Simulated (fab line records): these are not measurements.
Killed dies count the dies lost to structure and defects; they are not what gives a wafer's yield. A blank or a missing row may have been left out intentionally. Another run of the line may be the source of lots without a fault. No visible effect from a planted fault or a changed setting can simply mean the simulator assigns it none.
fab line records	flow n5Finfet
record lots=24	wafers=72	lastDay=17
route steps=1938 shown BEOL_M2@841
lots with no fault: from the same line, run without faults
startH: hours from the record's first day to the start of the lot's first wafer shown	waitH: hours from the lot's prior step to this one	" same as the row above	L1.1+2: a row that stands for several wafers	- no value present, or no start provided	* or withheld: withheld	< > ~ a bound
route shown NAME@n: a module of which the file shows steps, and the number in the route of the first	usual: the fault-free wafers' mean and standard deviation	same: alike in all rows	chamber/n: place in a boat	sites: readings site by site	_std_site: standard deviation across them	_edge_site: the outer-site mean with the inner-site mean subtracted	radiusMm: how far each site lies from the wafer's centre	mask NAME#n: copy n	behind: the most recent tool/chamber to have shaped the wafer	hold: cause of the lot's hold/its duration in hours/its outcome	device: the n, p or np transistor that did not switch	end of line: the route-end tests of the same wafers	a step given without rows: its recipe and nothing more	killed: not the wafer's yield, but the dies lost to structure and defects at the first sort	map: the dies of a wafer, with x for killed, . for not killed, _ for no die there
set.NAME: setting as actually run; set.NAME@STEP: the setting as run at that earlier step	model.NAME: the simulator's own value behind a step, which no gauge read
a sample of lots followed through the steps of the route, with each step as a table and each wafer as a row
services: a tool's chamber out of use, with start hour (startH, from the record's first day; less than 0 if before it), hours out, and reason
## steps
# step N5_BEOL_M2_ILD_DEP_00
# recipe material=SiOC	targetThkA=790	tempC=350	precursor=DEMS/O2	pressureTorr=5	rfW=500	timeS=15.3
# usual heaterPowerW=490/55	showerheadPlenumPTorr=5.695/0.015	throttleValvePct=12.0/0.75
lot.wafer	tool	chamber	startH	waitH	heaterPowerW	showerheadPlenumPTorr	throttleValvePct
L074.1	pecvd-01	0	129.17	0.0	414	5.677	11.5
L074.3	"	1	"	"	605	5.700	12.0
L074.6	"	0	"	"	412	5.670	11.5
L075.1	pecvd-02	1	140.31	0.0	456	5.679	12.2
L075.3	"	2	"	"	421	5.715	11.4
L075.6	"	0	"	"	532	5.697	12.7
L076.1	pecvd-04	0	144.21	0.0	504	5.676	12.0
L076.4	"	0	"	"	491	5.671	11.7
L076.6	"	1	"	"	497	5.682	13.2
L077.2	pecvd-01	0	162.57	0.0	453	5.677	11.4
L077.3	"	1	"	"	603	5.717	12.1
L077.5	"	2	"	"	478	5.714	12.3
L079.2	pecvd-04	2	166.16	0.0	528	5.713	10.5
L079.4	"	1	"	"	445	5.705	13.2
L079.6	"	2	"	"	521	5.727	10.7
L078.1	pecvd-04	1	167.11	0.0	558	5.681	13.0
L078.2	"	0	"	"	434	5.689	11.8
L078.5	"	0	"	"	439	5.694	12.0
L080.1	pecvd-04	0	167.44	0.0	450	5.672	11.9
L080.4	"	0	"	"	454	5.672	11.7
L080.5	"	2	"	"	497	5.715	10.5
L081.3	pecvd-02	1	174.33	0.0	447	5.706	11.9
L081.5	"	0	"	"	479	5.706	12.8
L081.6	"	2	"	"	466	5.711	11.4
L082.1	pecvd-02	0	175.29	0.0	520	5.687	12.8
L082.2	"	1	"	"	515	5.710	11.9
L082.5	"	1	"	"	511	5.686	11.9
L083.2	pecvd-01	0	183.02	0.0	384	5.676	11.4
L083.3	"	2	"	"	424	5.710	12.2
L083.4	"	0	"	"	392	5.673	11.6
L084.1	pecvd-04	0	186.37	0.0	497	5.693	11.8
L084.2	"	2	"	"	443	5.716	10.6
L084.3	"	1	"	"	487	5.681	12.8
L085.1	pecvd-04	0	197.20	0.0	495	5.675	11.8
L085.2	"	2	"	"	513	5.723	10.6
L085.3	"	1	"	"	534	5.685	12.8
L086.1	pecvd-04	1	199.51	0.0	497	5.694	12.9
L086.2	"	0	"	"	444	5.685	11.9
L086.4	"	1	"	"	505	5.684	13.0
L087.1	pecvd-02	0	209.59	0.0	559	5.702	12.8
L087.5	"	2	"	"	412	5.711	11.8
L087.6	"	0	"	"	568	5.703	12.7
L088.2	pecvd-02	1	220.20	0.0	475	5.677	11.8
L088.3	"	2	"	"	483	5.700	11.5
L088.5	"	1	"	"	481	5.688	11.9
L089.2	pecvd-04	0	225.13	0.0	493	5.658	11.8
L089.5	"	1	"	"	527	5.693	13.1
L089.6	"	2	"	"	501	5.711	10.7
L090.1	pecvd-04	2	226.37	0.0	478	5.694	10.8
L090.3	"	0	"	"	483	5.680	11.8
L090.4	"	0	"	"	508	5.678	11.8
L091.1	pecvd-02	2	227.57	0.0	497	5.693	11.6
L091.2	"	0	"	"	560	5.702	13.1
L091.6	"	1	"	"	462	5.676	11.9
L092.1	pecvd-02	0	238.95	0.0	520	5.693	12.9
L092.2	"	1	"	"	499	5.669	12.1
L092.4	"	1	"	"	514	5.679	12.1
L093.2	pecvd-04	0	245.09	0.0	477	5.692	12.1
L093.5	"	0	"	"	470	5.669	11.4
L093.6	"	2	"	"	531	5.720	10.7
L094.3	pecvd-01	0	250.73	0.1	398	5.688	11.6
L094.4	"	1	"	"	549	5.696	12.0
L094.5	"	0	"	"	407	5.669	11.6
L095.1	pecvd-01	1	254.80	0.0	581	5.706	12.0
L095.2	"	0	"	"	419	5.678	11.3
L095.6	"	1	"	"	594	5.712	12.1
L096.1	pecvd-01	1	259.32	0.0	585	5.708	12.2
L096.2	"	0	"	"	393	5.699	11.5
L096.5	"	1	"	"	584	5.699	12.2
L097.1	pecvd-02	0	266.77	0.0	563	5.700	12.6
L097.2	"	1	"	"	466	5.688	12.3
L097.5	"	1	"	"	474	5.682	12.4
# step N5_BEOL_M2_STRIP_19
# recipe chemistry=O2	powerW=400	tempC=40	pressureMtorr=30	rfFrequencyHz=6e+07	biasPowerW=0	overashFraction=0.2	o2FlowSccm=225
# usual drypumpMotorCurrentA=5.6/0.41	oesProductAu=0.78/0.091	rfVppV=3.7/0.49	showerheadPlenumPTorr=2.09/0.071	throttleValvePct=16.67/0.17
lot.wafer	tool	chamber	startH	waitH	drypumpMotorCurrentA	oesProductAu	rfHoursCounterH	rfVppV	showerheadPlenumPTorr	throttleValvePct
L074.1	rieDiel-06	0	133.80	0.3	5.0	0.71	216	3.5	2.19	16.97
L074.3	"	3	"	"	6.4	0.73	178	2.7	2.00	16.62
L074.6	"	0	"	"	5.0	0.71	-	2.8	2.19	16.98
L075.1	rieDiel-06	2	142.85	0.1	5.7	0.67	244	4.1	1.98	16.82
L075.3	"	1	"	"	5.4	0.77	122	3.9	2.09	16.35
L075.6	"	0	"	"	5.0	0.71	-	3.9	2.18	16.98
L076.1	rieDiel-06	2	146.43	0.2	5.7	0.67	246	3.8	1.98	16.79
L076.4	"	0	"	"	5.0	0.71	221	3.7	2.18	17.00
L076.6	"	0	"	"	5.0	0.70	-	4.1	2.18	16.99
L077.2	rieDiel-05	2	164.61	0.1	5.6	0.75	185	3.2	2.18	16.40
L077.3	"	3	"	"	5.2	0.95	8	2.9	2.05	16.64
L077.5	"	2	"	"	5.6	0.75	-	3.9	2.18	16.41
L079.2	rieDiel-05	0	168.18	0.1	5.7	0.71	189	3.9	2.08	16.74
L079.4	"	2	"	"	5.6	0.75	187	3.8	2.18	16.42
L079.6	"	3	"	"	5.2	0.94	-	3.1	2.05	16.64
L078.1	rieDiel-05	3	169.18	0.2	5.2	0.94	10	3.5	2.05	16.64
L078.2	"	2	"	"	5.6	0.75	187	3.8	2.18	16.41
L078.5	"	3	"	"	5.2	0.94	-	3.2	2.05	16.64
L080.1	rieDiel-03	1	169.43	0.1	5.3	1.00	4	3.4	2.17	16.73
L080.4	"	3	"	"	5.6	0.91	38	2.2	2.04	16.51
L080.5	"	2	"	"	6.2	0.73	-	3.8	2.01	16.75
L081.3	rieDiel-05	1	175.70	0.1	5.2	0.73	-	3.7	2.08	16.73
L081.5	"	1	"	"	5.2	0.73	-	3.8	2.08	16.72
L081.6	"	3	"	"	5.2	0.93	-	3.7	2.05	16.66
L082.1	rieDiel-05	1	177.11	0.1	5.2	0.72	187	3.7	2.08	16.72
L082.2	"	3	"	"	5.2	0.93	14	2.9	2.05	16.67
L082.5	"	0	"	"	5.7	0.72	-	3.8	2.08	16.73
L083.2	rieDiel-06	0	184.69	0.1	5.1	0.70	239	3.2	2.18	17.04
L083.3	"	2	"	"	5.7	0.98	1	3.7	2.24	16.40
L083.4	"	3	"	"	6.4	0.71	202	3.4	1.99	16.64
L084.1	rieDiel-06	2	187.98	0.1	5.6	0.96	2	4.1	2.24	16.39
L084.2	"	0	"	"	5.0	0.69	240	4.0	2.18	17.04
L084.3	"	3	"	"	6.4	0.71	203	4.1	1.99	16.67
L085.1	rieDiel-06	3	199.16	0.1	6.4	0.70	207	3.9	1.99	16.64
L085.2	"	2	"	"	5.6	0.95	6	4.1	2.24	16.40
L085.3	"	0	"	"	5.0	0.69	244	3.3	2.18	17.05
L086.1	rieDiel-03	0	204.10	0.1	6.1	0.79	112	3.0	2.03	16.75
L086.2	"	1	"	"	5.3	0.94	18	4.1	2.17	16.75
L086.4	"	2	"	"	6.2	0.73	180	3.6	2.01	16.78
L087.1	rieDiel-05	1	216.31	0.1	5.2	0.71	200	2.8	2.08	16.75
L087.5	"	1	"	"	5.1	0.71	-	3.3	2.08	16.76
L087.6	"	2	"	"	5.6	0.75	-	3.9	2.17	16.44
L088.2	rieDiel-03	3	221.98	0.1	5.6	0.86	58	3.7	2.04	16.55
L088.3	"	2	"	"	6.2	0.71	187	3.8	2.01	16.79
L088.5	"	1	"	"	5.3	0.92	-	3.1	2.17	16.78
L089.2	rieDiel-06	2	227.81	0.1	5.6	0.91	15	4.4	2.24	16.41
L089.5	"	3	"	"	6.4	0.69	-	3.1	1.99	16.67
L089.6	"	2	"	"	5.6	0.92	-	4.7	2.24	16.42
L090.1	rieDiel-05	1	228.23	0.2	5.2	0.71	204	3.3	2.08	16.77
L090.3	"	3	"	"	5.2	0.88	32	3.8	2.05	16.68
L090.4	"	2	"	"	5.6	0.74	201	3.8	2.17	16.45
L091.1	rieDiel-05	2	229.31	0.1	5.6	0.75	202	4.2	2.17	16.43
L091.2	"	0	"	"	5.7	0.70	208	3.1	2.07	16.76
L091.6	"	1	"	"	5.2	0.72	-	3.5	2.08	16.76
L092.1	rieDiel-03	1	240.01	0.1	5.3	0.91	31	3.2	2.16	16.80
L092.2	"	3	"	"	5.6	0.86	66	4.2	2.04	16.58
L092.4	"	2	"	"	6.2	0.72	194	5.0	2.00	16.79
L093.2	rieDiel-05	3	247.69	0.3	5.2	0.87	39	3.6	2.04	16.70
L093.5	"	1	"	"	5.2	0.70	-	4.1	2.07	16.76
L093.6	"	2	"	"	5.6	0.74	-	3.9	2.17	16.45
L094.3	rieDiel-05	1	252.21	0.1	5.2	0.70	214	3.8	2.07	16.77
L094.4	"	0	"	"	5.7	0.69	217	4.0	2.07	16.78
L094.5	"	1	"	"	5.2	0.70	-	5.0	2.07	16.78
L095.1	rieDiel-03	2	256.26	0.1	6.2	0.71	199	4.4	2.00	16.80
L095.2	"	1	"	"	5.3	0.90	36	4.0	2.16	16.80
L095.6	"	3	"	"	5.6	0.86	-	4.5	2.03	16.58
L096.1	rieDiel-05	3	261.27	0.1	5.2	0.87	43	4.0	2.04	16.70
L096.2	"	0	"	"	5.6	0.69	221	3.9	2.07	16.79
L096.5	"	1	"	"	5.2	0.70	-	3.3	2.07	16.78
L097.1	rieDiel-06	3	268.53	0.1	6.4	0.68	231	3.7	1.98	16.71
L097.2	"	0	"	"	5.0	0.94	9	4.1	2.17	16.61
L097.5	"	2	"	"	5.6	0.88	-	4.2	2.23	16.45
# step N5_BEOL_M2_INSPECT_30
# recipe mode=adi	inspectInstrument=brightfield
# usual rawDefectCount=417/95
lot.wafer	tool	chamber	startH	waitH	rawDefectCount
L074.1	defectInspect-02	-	134.40	0.1	355
L074.3	"	-	"	"	411
L074.6	"	-	"	"	414
L075.1	defectInspect-02	-	144.08	0.1	272
L075.3	"	-	"	"	404
L075.6	"	-	"	"	250
L076.1	defectInspect-02	-	147.04	0.1	474
L076.4	"	-	"	"	465
L076.6	"	-	"	"	505
L077.2	defectInspect-01	-	165.08	0.0	629
L077.3	"	-	"	"	392
L077.5	"	-	"	"	400
L079.2	defectInspect-02	-	168.66	0.0	788
L079.4	"	-	"	"	440
L079.6	"	-	"	"	550
L078.1	defectInspect-01	-	169.78	0.1	267
L078.2	"	-	"	"	365
L078.5	"	-	"	"	277
L080.1	defectInspect-02	-	170.03	0.1	395
L080.4	"	-	"	"	454
L080.5	"	-	"	"	337
L081.3	defectInspect-02	-	176.18	0.0	358
L081.5	"	-	"	"	443
L081.6	"	-	"	"	342
L082.1	defectInspect-02	-	177.59	0.1	426
L082.2	"	-	"	"	371
L082.5	"	-	"	"	436
L083.2	defectInspect-02	-	185.17	0.0	402
L083.3	"	-	"	"	371
L083.4	"	-	"	"	382
L084.1	defectInspect-02	-	188.58	0.1	356
L084.2	"	-	"	"	326
L084.3	"	-	"	"	315
L085.1	defectInspect-02	-	199.64	0.1	610
L085.2	"	-	"	"	324
L085.3	"	-	"	"	310
L086.1	defectInspect-01	-	204.75	0.1	547
L086.2	"	-	"	"	537
L086.4	"	-	"	"	443
L087.1	defectInspect-01	-	216.91	0.1	445
L087.5	"	-	"	"	336
L087.6	"	-	"	"	379
L088.2	defectInspect-01	-	222.46	0.0	431
L088.3	"	-	"	"	435
L088.5	"	-	"	"	428
L089.2	defectInspect-01	-	228.41	0.0	563
L089.5	"	-	"	"	459
L089.6	"	-	"	"	513
L090.1	defectInspect-01	-	228.70	0.1	331
L090.3	"	-	"	"	408
L090.4	"	-	"	"	411
L091.1	defectInspect-01	-	229.91	0.1	388
L091.2	"	-	"	"	408
L091.6	"	-	"	"	455
L092.1	defectInspect-01	-	240.48	0.1	389
L092.2	"	-	"	"	294
L092.4	"	-	"	"	472
L093.2	defectInspect-01	-	248.17	0.0	398
L093.5	"	-	"	"	385
L093.6	"	-	"	"	302
L094.3	defectInspect-02	-	252.69	0.0	292
L094.4	"	-	"	"	378
L094.5	"	-	"	"	367
L095.1	defectInspect-02	-	256.86	0.1	390
L095.2	"	-	"	"	514
L095.6	"	-	"	"	346
L096.1	defectInspect-01	-	261.88	0.1	304
L096.2	"	-	"	"	438
L096.5	"	-	"	"	375
L097.1	defectInspect-01	-	269.13	0.1	349
L097.2	"	-	"	"	349
L097.5	"	-	"	"	444
# step N5_BEOL_M2_STRIP_36
# recipe chemistry=N2/H2	powerW=450	tempC=40	pressureMtorr=20	rfFrequencyHz=6e+07	overashFraction=0.3	biasPowerW=7	h2Frac=0.5	n2FlowSccm=200	h2FlowSccm=200
# usual drypumpMotorCurrentA=5.7/0.44	oesProductAu=0.80/0.094	rfVppV=59.1/1.3	showerheadPlenumPTorr=2.51/0.087	throttleValvePct=23.52/0.26
lot.wafer	tool	chamber	startH	waitH	drypumpMotorCurrentA	oesProductAu	rfHoursCounterH	rfVppV	showerheadPlenumPTorr	throttleValvePct
L074.1	rieDiel-06	3	136.55	0.0	6.4	0.74	179	57.8	2.41	23.36
L074.3	"	2	"	"	5.7	0.67	241	56.6	2.40	23.43
L074.6	"	1	"	"	5.4	0.78	-	55.9	2.54	23.06
L076.1	rieDiel-03	2	147.90	0.0	6.2	0.73	158	59.6	2.44	23.82
L076.4	"	3	"	"	5.6	0.92	-	60.3	2.48	23.54
L076.6	"	2	"	"	6.2	0.74	-	59.1	2.44	23.81
L075.1	rieDiel-06	3	147.95	0.0	6.5	0.72	185	58.7	2.41	23.31
L075.3	"	0	"	"	5.1	0.70	222	60.8	2.61	23.82
L075.6	"	3	"	"	6.5	0.72	-	58.1	2.41	23.38
L077.2	rieDiel-05	0	166.63	0.0	5.7	0.73	189	58.3	2.52	23.60
L077.3	"	1	"	"	5.2	0.72	182	58.3	2.52	23.70
L077.5	"	2	"	"	5.7	0.74	-	61.8	2.62	23.19
L079.2	rieDiel-03	1	174.04	0.0	5.3	0.97	7	58.7	2.60	23.80
L079.4	"	3	"	"	5.6	0.90	40	57.5	2.48	23.57
L079.6	"	2	"	"	6.2	0.74	-	57.0	2.44	23.84
L078.1	rieDiel-05	1	175.20	0.0	5.2	0.72	186	59.4	2.52	23.70
L078.2	"	3	"	"	5.2	0.94	13	60.0	2.49	23.78
L078.5	"	1	"	"	5.2	0.73	-	58.7	2.52	23.70
L080.1	rieDiel-06	0	179.02	0.0	5.1	0.70	237	60.2	2.60	23.85
L080.4	"	3	"	"	6.5	0.71	-	59.5	2.41	23.36
L080.5	"	0	"	"	5.0	0.69	-	59.6	2.60	23.82
L081.3	rieDiel-05	3	181.97	0.0	5.2	0.93	15	58.1	2.48	23.78
L081.5	"	3	"	"	5.2	0.92	-	59.5	2.49	23.78
L081.6	"	0	"	"	5.7	0.71	-	59.5	2.52	23.57
L082.1	rieDiel-06	1	182.07	0.0	5.4	0.76	140	58.7	2.53	23.09
L082.2	"	0	"	"	5.1	0.70	237	57.4	2.60	23.88
L082.5	"	0	"	"	5.1	0.70	-	59.6	2.60	23.83
L083.2	rieDiel-03	3	186.12	0.0	5.6	0.88	45	59.1	2.48	23.55
L083.3	"	0	"	"	6.1	0.82	106	60.5	2.44	23.41
L083.4	"	2	"	"	6.2	0.74	173	57.2	2.44	23.82
L084.1	rieDiel-05	3	189.13	0.0	5.2	0.91	19	58.8	2.48	23.79
L084.2	"	0	"	"	5.7	0.71	196	61.0	2.51	23.55
L084.3	"	2	"	"	5.7	0.75	189	57.4	2.62	23.19
L085.1	rieDiel-06	1	202.54	0.0	5.4	0.76	147	60.1	2.53	23.10
L085.2	"	0	"	"	5.0	0.69	245	61.7	2.60	23.86
L085.3	"	3	"	"	6.5	0.70	208	60.2	2.40	23.37
L086.1	rieDiel-03	0	215.54	0.0	6.1	0.80	116	57.9	2.44	23.42
L086.2	"	3	"	"	5.6	0.88	56	61.3	2.47	23.56
L086.4	"	2	"	"	6.2	0.72	185	58.8	2.43	23.84
L087.1	rieDiel-06	1	220.45	0.0	5.4	0.75	152	57.8	2.53	23.08
L087.5	"	3	"	"	6.4	0.70	-	59.0	2.40	23.39
L087.6	"	2	"	"	5.7	0.93	-	60.4	2.71	23.28
L088.2	rieDiel-05	2	223.51	0.0	5.7	0.74	200	58.3	2.62	23.18
L088.3	"	0	"	"	5.7	0.71	206	57.8	2.51	23.60
L088.5	"	2	"	"	5.7	0.74	-	58.9	2.62	23.21
L089.2	rieDiel-06	3	231.88	0.0	6.4	0.70	218	58.9	2.40	23.38
L089.5	"	3	"	"	6.5	0.70	-	58.2	2.40	23.39
L089.6	"	2	"	"	5.7	0.93	-	58.4	2.71	23.27
L090.1	rieDiel-03	1	232.84	0.0	5.4	0.93	29	59.7	2.59	23.84
L090.3	"	3	"	"	5.6	0.87	62	59.4	2.47	23.58
L090.4	"	2	"	"	6.2	0.72	192	58.8	2.43	23.87
L091.1	rieDiel-05	2	234.77	0.0	5.7	0.74	205	61.0	2.61	23.21
L091.2	"	1	"	"	5.2	0.70	207	60.2	2.51	23.73
L091.6	"	0	"	"	5.7	0.69	-	57.3	2.51	23.58
L092.1	rieDiel-03	0	247.17	0.0	6.1	0.78	125	58.9	2.43	23.41
L092.2	"	2	"	"	6.2	0.71	196	58.0	2.43	23.85
L092.4	"	3	"	"	5.6	0.86	67	59.9	2.47	23.60
L093.2	rieDiel-06	0	250.63	0.0	5.0	0.98	2	59.3	2.60	23.55
L093.5	"	0	"	"	5.1	1.00	-	58.9	2.60	23.57
L093.6	"	2	"	"	5.7	0.90	-	61.3	2.71	23.29
L094.3	rieDiel-06	0	259.79	0.0	5.1	0.96	6	61.4	2.60	23.58
L094.4	"	2	"	"	5.6	0.88	30	59.7	2.70	23.28
L094.5	"	3	"	"	6.4	0.68	-	58.8	2.39	23.39
L095.1	rieDiel-03	0	261.13	0.0	6.1	0.79	130	58.4	2.43	23.43
L095.2	"	2	"	"	6.1	0.70	201	58.3	2.43	23.88
L095.6	"	0	"	"	6.1	0.77	-	59.8	2.43	23.48
L096.1	rieDiel-06	2	263.18	0.0	5.7	0.88	31	60.0	2.71	23.28
L096.2	"	1	"	"	5.4	0.75	170	59.3	2.52	23.10
L096.5	"	0	"	"	5.1	0.95	-	56.8	2.60	23.56
L097.1	rieDiel-03	2	277.50	0.0	6.1	0.70	206	58.6	2.42	23.88
L097.2	"	3	"	"	5.6	0.85	78	57.8	2.46	23.61
L097.5	"	3	"	"	5.6	0.86	-	60.0	2.46	23.60
# step N5_BEOL_M2_ETCH_41
# recipe chemistry=CH3F/O2	target=SiCN	targetDepthA=299	taperDeg=2	timeS=52.5	ionEnergyEv=120	maskMaterial=TiN	pressureMtorr=30	sourceW=395	biasW=75	Ar_flow_sccm=150	CH3F_flow_sccm=30	O2_flow_sccm=20
# usual drypumpMotorCurrentA=5.6/0.44	oesProductAu=0.80/0.091	rfVppV=296.9/1.7	showerheadPlenumPTorr=1.98/0.065	throttleValvePct=16.27/0.15
lot.wafer	tool	chamber	startH	waitH	drypumpMotorCurrentA	oesProductAu	rfHoursCounterH	rfVppV	showerheadPlenumPTorr	throttleValvePct
L074.1	rieDiel-06	3	-	-	6.5	0.73	179	295.8	1.91	16.30
L074.3	"	2	"	"	5.6	0.68	241	296.9	1.88	16.38
L074.6	"	1	"	"	5.4	0.78	-	297.4	2.00	16.00
L076.1	rieDiel-03	2	-	-	6.2	0.75	158	293.8	1.92	16.34
L076.4	"	3	"	"	5.6	0.90	-	295.4	1.96	16.17
L076.6	"	2	"	"	6.2	0.75	-	295.2	1.92	16.33
L075.1	rieDiel-06	3	-	-	6.4	0.72	185	294.7	1.91	16.31
L075.3	"	0	"	"	5.0	0.71	222	298.8	2.06	16.52
L075.6	"	3	"	"	6.4	0.73	-	294.3	1.91	16.31
L077.2	rieDiel-05	0	-	-	5.7	0.72	189	296.0	1.98	16.39
L077.3	"	1	"	"	5.2	0.72	182	297.1	1.99	16.38
L077.5	"	2	"	"	5.7	0.74	-	298.1	2.09	16.11
L079.2	rieDiel-03	1	-	-	5.3	0.98	7	299.3	2.04	16.22
L079.4	"	3	"	"	5.6	0.89	40	295.6	1.95	16.20
L079.6	"	2	"	"	6.2	0.74	-	294.6	1.91	16.37
L078.1	rieDiel-05	1	-	-	5.2	0.72	186	296.7	1.99	16.39
L078.2	"	3	"	"	5.2	0.92	13	298.1	1.96	16.31
L078.5	"	1	"	"	5.2	0.72	-	298.4	1.99	16.37
L080.1	rieDiel-06	0	-	-	5.1	0.70	237	298.7	2.06	16.56
L080.4	"	3	"	"	6.5	0.72	-	295.1	1.91	16.33
L080.5	"	0	"	"	5.1	0.69	-	298.7	2.06	16.55
L081.3	rieDiel-05	3	-	-	5.2	0.92	15	295.7	1.96	16.31
L081.5	"	3	"	"	5.2	0.92	-	296.6	1.96	16.31
L081.6	"	0	"	"	5.7	0.72	-	297.5	1.98	16.40
L082.1	rieDiel-06	1	-	-	5.4	0.78	140	297.9	1.99	16.02
L082.2	"	0	"	"	5.1	0.69	237	298.8	2.06	16.53
L082.5	"	0	"	"	5.0	0.69	-	297.0	2.05	16.56
L083.2	rieDiel-03	3	-	-	5.6	0.88	45	295.9	1.95	16.19
L083.3	"	0	"	"	6.1	0.81	106	294.4	1.94	16.37
L083.4	"	2	"	"	6.2	0.74	173	294.6	1.91	16.37
L084.1	rieDiel-05	3	-	-	5.2	0.91	19	297.8	1.96	16.32
L084.2	"	0	"	"	5.7	0.72	196	296.6	1.98	16.42
L084.3	"	2	"	"	5.7	0.75	189	299.6	2.09	16.12
L085.1	rieDiel-06	1	-	-	5.4	0.77	147	297.4	1.99	16.05
L085.2	"	0	"	"	5.1	0.70	245	297.7	2.05	16.57
L085.3	"	3	"	"	6.5	0.71	208	293.3	1.90	16.36
L086.1	rieDiel-03	0	-	-	6.1	0.79	116	295.9	1.94	16.38
L086.2	"	3	"	"	5.6	0.86	56	296.3	1.95	16.23
L086.4	"	2	"	"	6.2	0.73	185	295.6	1.91	16.38
L087.1	rieDiel-06	1	-	-	5.4	0.75	152	296.2	1.99	16.07
L087.5	"	3	"	"	6.4	0.70	-	294.9	1.90	16.35
L087.6	"	2	"	"	5.6	0.91	-	300.6	2.12	15.97
L088.2	rieDiel-05	2	-	-	5.7	0.74	201	297.8	2.08	16.13
L088.3	"	0	"	"	5.7	0.70	207	298.1	1.98	16.43
L088.5	"	2	"	"	5.6	0.74	-	299.0	2.08	16.11
L089.2	rieDiel-06	3	-	-	6.4	0.70	218	293.4	1.90	16.38
L089.5	"	3	"	"	6.4	0.70	-	293.0	1.90	16.37
L089.6	"	2	"	"	5.6	0.91	-	299.2	2.12	16.00
L090.1	rieDiel-03	1	-	-	5.3	0.91	29	297.4	2.03	16.25
L090.3	"	3	"	"	5.6	0.85	62	297.1	1.95	16.25
L090.4	"	2	"	"	6.1	0.73	192	293.5	1.91	16.40
L091.1	rieDiel-05	2	-	-	5.6	0.75	205	297.0	2.08	16.16
L091.2	"	1	"	"	5.2	0.71	207	298.2	1.98	16.42
L091.6	"	0	"	"	5.7	0.71	-	296.5	1.97	16.42
L092.1	rieDiel-03	0	-	-	6.1	0.79	125	297.1	1.93	16.42
L092.2	"	2	"	"	6.2	0.72	196	297.0	1.90	16.41
L092.4	"	3	"	"	5.6	0.84	67	296.8	1.95	16.26
L093.2	rieDiel-06	0	-	-	5.0	0.98	2	298.1	2.05	16.11
L093.5	"	0	"	"	5.1	0.98	-	298.8	2.05	16.11
L093.6	"	2	"	"	5.6	0.89	-	300.4	2.12	16.04
L094.3	rieDiel-06	0	-	-	5.0	0.97	6	298.2	2.05	16.14
L094.4	"	2	"	"	5.6	0.88	30	299.7	2.12	16.01
L094.5	"	3	"	"	6.4	0.70	-	295.3	1.90	16.40
L095.1	rieDiel-03	0	-	-	6.1	0.79	130	296.0	1.93	16.42
L095.2	"	2	"	"	6.2	0.72	201	296.0	1.90	16.43
L095.6	"	0	"	"	6.1	0.78	-	297.0	1.93	16.43
L096.1	rieDiel-06	2	-	-	5.6	0.88	31	301.8	2.12	16.03
L096.2	"	1	"	"	5.4	0.74	170	297.2	1.98	16.10
L096.5	"	0	"	"	5.1	0.95	-	299.4	2.05	16.11
L097.1	rieDiel-03	2	-	-	6.1	0.72	206	296.4	1.90	16.43
L097.2	"	3	"	"	5.6	0.83	78	295.9	1.94	16.27
L097.5	"	3	"	"	5.6	0.84	-	296.3	1.94	16.25
# step N5_BEOL_M2_OCD_MEAS_38
# usual trenchDepthNm=55.7/1.2
lot.wafer	tool	chamber	startH	waitH	trenchDepthNm
L074.1	ocd-01	-	136.74	-	55.9
L074.3	"	-	"	"	52.8
L074.6	"	-	"	"	55.4
L076.1	ocd-02	-	148.10	-	56.9
L076.4	"	-	"	"	56.6
L076.6	"	-	"	"	56.3
L075.1	ocd-02	-	148.15	-	55.1
L075.3	"	-	"	"	54.1
L075.6	"	-	"	"	54.8
L077.2	ocd-02	-	166.83	-	55.2
L077.3	"	-	"	"	55.2
L077.5	"	-	"	"	56.3
L079.2	ocd-01	-	174.24	-	58.1
L079.4	"	-	"	"	56.1
L079.6	"	-	"	"	56.9
L078.1	ocd-02	-	175.48	-	53.5
L078.2	"	-	"	"	57.7
L078.5	"	-	"	"	54.1
L080.1	ocd-01	-	179.22	-	54.5
L080.4	"	-	"	"	55.4
L080.5	"	-	"	"	54.5
L081.3	ocd-01	-	182.17	-	57.8
L081.5	"	-	"	"	57.6
L081.6	"	-	"	"	56.3
L082.1	ocd-02	-	182.26	-	55.4
L082.2	"	-	"	"	54.7
L082.5	"	-	"	"	54.3
L083.2	ocd-01	-	186.31	-	56.1
L083.3	"	-	"	"	56.7
L083.4	"	-	"	"	56.7
L084.1	ocd-02	-	189.32	-	58.3
L084.2	"	-	"	"	56.4
L084.3	"	-	"	"	56.3
L085.1	ocd-01	-	202.73	-	55.9
L085.2	"	-	"	"	53.5
L085.3	"	-	"	"	55.1
L086.1	ocd-01	-	215.73	-	55.6
L086.2	"	-	"	"	54.8
L086.4	"	-	"	"	54.7
L087.1	ocd-02	-	220.64	-	56.0
L087.5	"	-	"	"	55.0
L087.6	"	-	"	"	55.1
L088.2	ocd-02	-	223.70	-	56.6
L088.3	"	-	"	"	56.1
L088.5	"	-	"	"	56.4
L089.2	ocd-02	-	232.08	-	55.0
L089.5	"	-	"	"	54.9
L089.6	"	-	"	"	53.9
L090.1	ocd-01	-	233.03	-	57.4
L090.3	"	-	"	"	56.6
L090.4	"	-	"	"	57.2
L091.1	ocd-02	-	234.96	-	55.9
L091.2	"	-	"	"	55.9
L091.6	"	-	"	"	55.7
L092.1	ocd-02	-	247.37	-	56.1
L092.2	"	-	"	"	56.0
L092.4	"	-	"	"	56.7
L093.2	ocd-01	-	250.82	-	54.9
L093.5	"	-	"	"	56.0
L093.6	"	-	"	"	54.3
L094.3	ocd-01	-	259.99	-	55.0
L094.4	"	-	"	"	54.3
L094.5	"	-	"	"	54.0
L095.1	ocd-01	-	261.32	-	55.5
L095.2	"	-	"	"	55.5
L095.6	"	-	"	"	55.5
L096.1	ocd-01	-	263.37	-	54.3
L096.2	"	-	"	"	55.5
L096.5	"	-	"	"	55.1
L097.1	ocd-01	-	277.69	-	56.1
L097.2	"	-	"	"	55.9
L097.5	"	-	"	"	56.1
## services
tool	chamber	startH	hours	kind
pecvd-01	-	124.78	0.8	repair
pecvd-04	-	127.86	5.5	pm
rieDiel-05	3	128.67	-	clean
rieDiel-05	3	128.67	-	consumableReplace:focusRing
rieDiel-05	3	128.67	11.6	scheduledDown
rieDiel-05	3	128.67	11.6	ventCycle
rieDiel-06	2	158.01	-	clean
rieDiel-06	2	158.01	-	consumableReplace:focusRing
rieDiel-06	2	158.01	-	consumableReplace:showerhead
rieDiel-06	2	158.01	24.5	scheduledDown
rieDiel-06	2	158.01	24.5	ventCycle
pecvd-04	-	164.08	1.0	repair
pecvd-01	1	167.18	4.5	repair
rieDiel-05	2	169.34	16.3	repair
rieDiel-05	0	170.33	5.8	repair
pecvd-01	-	219.34	6.0	pm
rieDiel-06	0	219.61	-	clean
rieDiel-06	0	219.61	-	consumableReplace:focusRing
rieDiel-06	0	219.61	23.5	scheduledDown
rieDiel-06	0	219.61	23.5	ventCycle
rieDiel-03	0	223.19	7.0	repair
pecvd-01	2	234.42	2.5	repair
rieDiel-06	3	249.82	7.8	repair
rieDiel-06	1	268.25	3.5	repair
## key
fault none
